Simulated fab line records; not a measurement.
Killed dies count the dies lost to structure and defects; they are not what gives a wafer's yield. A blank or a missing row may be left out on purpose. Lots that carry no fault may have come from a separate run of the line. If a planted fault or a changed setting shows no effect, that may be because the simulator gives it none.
Chamber matching | flow n5 finfet | 4 sister chambers for N5_FIN_SAQP_SPACER2_ALD_28 on ald sin-02
The step deposits SiO2, target thk 8.1 nm, pulse time 1 s, purge time 2 s. 14 wafers are shown with their chamber, then 7 later ones without.

## WAFERS PAIRED WITH THEIR CHAMBERS
wafer  | chamber | heater power w (W) | precursor pulse height rel
L074.1 | 0       | 513                | 1.023
L074.3 | 2       | 451                | 1.018
L074.6 | 1       | 453                | 1.008
L076.1 | 0       | 521                | 1.034
L076.4 | 2       | 451                | 0.975
L076.6 | 2       | 455                | 0.980
L083.2 | 2       | 456                | 1.014
L083.3 | 0       | 501                | 0.982
L083.4 | 3       | 423                | 1.006
L090.1 | 1       | 452                | 0.973
L090.3 | 3       | 437                | 0.991
L090.4 | 0       | 523                | 0.967
L092.1 | 3       | 435                | 0.968
L092.2 | 0       | 516                | 0.976

SIGNATURES (averages over the wafers above)
reading                    | chamber 0 | chamber 1 | chamber 2 | chamber 3 | scatter within a chamber
heater power w             | 514.80    | 452.50    | 453.25    | 431.67    | 6.61
precursor pulse height rel | 0.99640   | 0.99050   | 0.99675   | 0.98833   | 0.0254
Rule: a wafer lies at a distance from a chamber equal to the root of the sum of squares, over the readings, of (its reading less the chamber's mean, divided by the reading's scatter). The wafer belongs to the nearest chamber; if the next one is less than 2 further off, it can't be placed. The scatter: take each reading less its chamber's mean, square it, sum over the shown wafers, divide by the number of wafers less the number of chambers, and take the root.

## WAFERS MISSING THEIR CHAMBER
wafer  | heater power w (W) | precursor pulse height rel
L092.4 | 444                | 1.007
L093.2 | 459                | 0.951
L093.5 | 523                | 0.996
L093.6 | 454                | 0.975
L097.1 | 456                | 1.002
L097.2 | 444                | 0.995
L097.5 | 465                | 0.982

## WHICH CHAMBER EACH ONE RAN IN
wafer  | from the rows above          | in truth
L092.4 | can't be placed: 1 or 2 or 3 | 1
L093.2 | can't be placed: 1 or 2      | 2
L093.5 | 0                            | 0
L093.6 | can't be placed: 1 or 2      | 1
L097.1 | can't be placed: 2 or 1      | 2
L097.2 | can't be placed: 1 or 2 or 3 | 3
L097.5 | can't be placed: 2 or 1      | 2
1 of 7 placed correctly. These rows do not allow placing 6 (true chamber among the candidates in 6). 0 placed wrongly.
